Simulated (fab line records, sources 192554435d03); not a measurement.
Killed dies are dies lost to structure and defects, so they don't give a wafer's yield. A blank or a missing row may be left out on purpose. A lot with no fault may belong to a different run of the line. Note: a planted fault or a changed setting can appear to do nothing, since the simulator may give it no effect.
Comparing a struck lot with a sound one	flow n5Finfet	41 out of 1938 route steps
Sound: the wafers L715.3, L715.4, L715.6. Struck: wafer L722.3 (L722.1, L722.4, from the same lot, were not struck and are left out); the cause is given at the end.
Per side, at each step with rows, come the tool, then ch with its chambers, and then its first start. Under that, the readings that differ: sound wafers	struck wafers	difference of the means	sigmas: that difference in standard deviations of wafers without a fault.
alike: a reading whose means differ by less than 2 such deviations, as well as words and numbers matching on both sides. not compared: withheld readings; readings where some wafer has no value; bounds like >300 that might hide an equal value; numbers whose values overlap and for which the record gives no deviation.
Wherever a step has rows on one side only, a row that says differs or no value, or a row with sigmas, the two part there. Numbers that have no deviation but don't overlap get no sigmas and don't part them. Lack of a reading on every wafer of one side parts them only where that side has two or more wafers.

first, 12 steps without rows for these wafers: N5_HKMG_FIN_STRIP_33 (strips in N2/H2); N5_HKMG_FIN_STRIP_34 (strips in CF4); N5_HKMG_FIN_ETCH_35 (etches SOC in N2/H2, target depth 215.8 nm, time 243.4 s); N5_HKMG_FIN_STRIP_92 (strips SOC in N2/H2, time 20 s); N5_HKMG_FIN_WET_ETCH_18 (etches TiN in SC1, time 55 s, target depth 5.2 nm, rinse time 30 s); N5_HKMG_FIN_STRIP_19 (strips in N2/H2, time 360 s); N5_HKMG_FIN_ALD_91 (deposits TiN, target thk 1 nm, pulse time 1 s, purge time 3 s); N5_HKMG_FIN_COAT_85 (time 60 s, resist thk 300 nm); N5_HKMG_FIN_ETCH_86 (etches SOC in N2/H2, stops on TiN, target depth 393.2 nm); N5_HKMG_FIN_STRIP_89 (strips SOC in N2/H2, time 20 s); N5_HKMG_FIN_WET_ETCH_87 (etches TiN in SC1, time 154.2 s, target depth 4.7 nm, rinse time 30 s); N5_HKMG_FIN_STRIP_88 (strips in N2/H2, time 360 s).
N5_HKMG_FIN_NWFM_ALD_20: deposits TiAlC, target thk 2 nm, pulse time 3 s, purge time 2 s.
  sound on aldMetal-03 ch 0,1,2, day 6 07:10; struck on aldMetal-03 ch 2, day 8 03:09
reading	sound	struck	difference	sigmas
aldCycles	7 7 7	9	+2	
model.TiAlC_of_HKMG_FIN_NWFM_ALD_20.thkNm (nm)	2 2 2	2.6	+0.6	
  alike: heaterPowerW, precursorPulseHeightRel
then, 26 steps without rows for these wafers: N5_HKMG_FIN_ALD_71 (deposits TiN, target thk 1 nm, pulse time 1 s, purge time 3 s); N5_HKMG_FIN_COAT_66 (time 60 s, resist thk 300 nm); N5_HKMG_FIN_ETCH_67 (etches SOC in N2/H2, stops on TiN, target depth 388.9 nm); N5_HKMG_FIN_STRIP_90 (strips SOC in N2/H2, time 20 s); N5_HKMG_FIN_WET_ETCH_73 (etches the open film in SC1, time 42.3 s, target depth 1.3 nm, rinse time 30 s); N5_HKMG_FIN_ETCHBACK_68 (etches the open film in Cl2/Ar, stops on HfO2, target depth 0.5 nm); N5_HKMG_FIN_STRIP_69 (strips in N2/H2, time 360 s); N5_HKMG_FIN_ALD_21 (deposits TiN, target thk 1.5 nm, pulse time 1 s, purge time 3 s); N5_HKMG_FIN_ALD_72 (deposits W, target thk 2 nm, pulse time 1 s, purge time 2 s); N5_HKMG_FIN_W_FILL_22 (material W, target thk 60 nm, time 18.2 s); N5_HKMG_FIN_PRECLEAN_83 (cleans in DIW, time 57.5 s); N5_HKMG_FIN_SRD_84 (dry time 32 s); N5_HKMG_FIN_CMP_23 (polishes, stops on SiNx, t overpolish 10 s, target thk 46.326 nm); N5_HKMG_FIN_CMP_94 (polishes, stops on SiNx, t overpolish 4.7 s, target thk 43.299 nm); N5_GATE_CUT_ETCHBACK_00 (etches W in SF6/Cl2); N5_GATE_CUT_ETCH_56 (etches TiN in Cl2/Ar, target depth 21.6 nm); N5_GATE_CUT_ETCHBACK_30 (etches TiN in Cl2/Ar, target depth 3 nm); N5_GATE_CUT_VAPOR_ETCH_60 (etches HfO2 in BCl3/Cl2); N5_GATE_CUT_ETCH_58 (etches SiNx in CH3F/O2, target depth 17 nm, time 128.6 s); N5_GATE_CUT_STRIP_59 (strips in N2/H2, time 20 s); N5_GATE_CUT_PRECLEAN_31 (cleans in DIW, time 300 s); N5_GATE_CUT_SRD_32 (time 30 s); N5_GATE_CUT_SAC_CAP_01 (material SiNx, target thk 24 nm, pulse time 1 s, ald cycles 480); N5_GATE_CUT_PECVD_57 (deposits SiNx from SiH4/NH3/N2, target thk 21 nm); N5_GATE_CUT_CMP_02 (polishes, stops on SiO2, t overpolish 12.7 s, target thk 0 nm); N5_GATE_CUT_HM_DEP_46 (deposits SiO2 from TEOS/O2, target thk 130 nm, time 26.6 s).
-- record jumps: 4 days separate the struck wafers' starts on either side; left off in module GATE_CUT, taken up again in module BEOL_M4, whose first shown step is the route's number 1111 --
N5_BEOL_M4_RC_MEAS_101:
  sound on prober-01 ch 0, day 9 12:32; struck on prober-02 ch 0, day 11 21:59
reading	sound	struck	difference	sigmas
IOFF_N (nA/um)	0.130 0.126 0.126	0.560	+0.433	+15
IOFF_N_85C (nA/um)	2.6 2.5 2.6	8.9	+6.3	+14
IOFF_N_LIN (nA/um)	0.066 0.064 0.066	0.258	+0.193	+19
IOFF_N_LONG (nA/um)	5.7e-05 5.6e-05 5.8e-05	0.000144	+0.000087	+27
ION_N (uA/um)	667 667 676	751	+81	+7
VT_N (mV)	254 253 253	215	-38	-12
VT_N_LONG (mV)	273.6 271.8 271.9	243.5	-28.9	-12
VT_N_LVT (mV)	100 102 101	63	-38	-12
  alike: DIBL_N, DIBL_P, IOFF_P, ION_P, SS_N, SS_P, VT_P
-- a jump in the record: the struck wafers' starts before and after are 4 days apart (it breaks off in module BEOL_M4 and resumes in module PASSIVATION, where the first step shown is number 1936 of the route) --
N5_PASSIVATION_PROBE_49:
  sound: prober-01 at day 13 18:39; struck: prober-01 at day 16 00:37
reading	sound	struck	difference	sigmas
sort_bin_4_leakage (%)	0 0 0	65.17	+65.17	
sortNPass	1087 1068 1097	316	-768	-40
sortYieldPct (%)	92.1 90.5 93.0	26.8	-65.1	-41
  alike: defectLimitedYield, killed_at_M0_to_M3, killed_at_M4_up, killedAtContacts, killedAtFrontEnd, killedAtOther, killedDies, killedOpen, killedShort, sort_bin_5_function, sort_bin_6_memory, sort_bin_8_speed

== WHERE THEY PART ==
First at N5_BEOL_M4_RC_MEAS_101; last, within this record, at N5_PASSIVATION_PROBE_49.

WHY: whatever the simulator had introduced
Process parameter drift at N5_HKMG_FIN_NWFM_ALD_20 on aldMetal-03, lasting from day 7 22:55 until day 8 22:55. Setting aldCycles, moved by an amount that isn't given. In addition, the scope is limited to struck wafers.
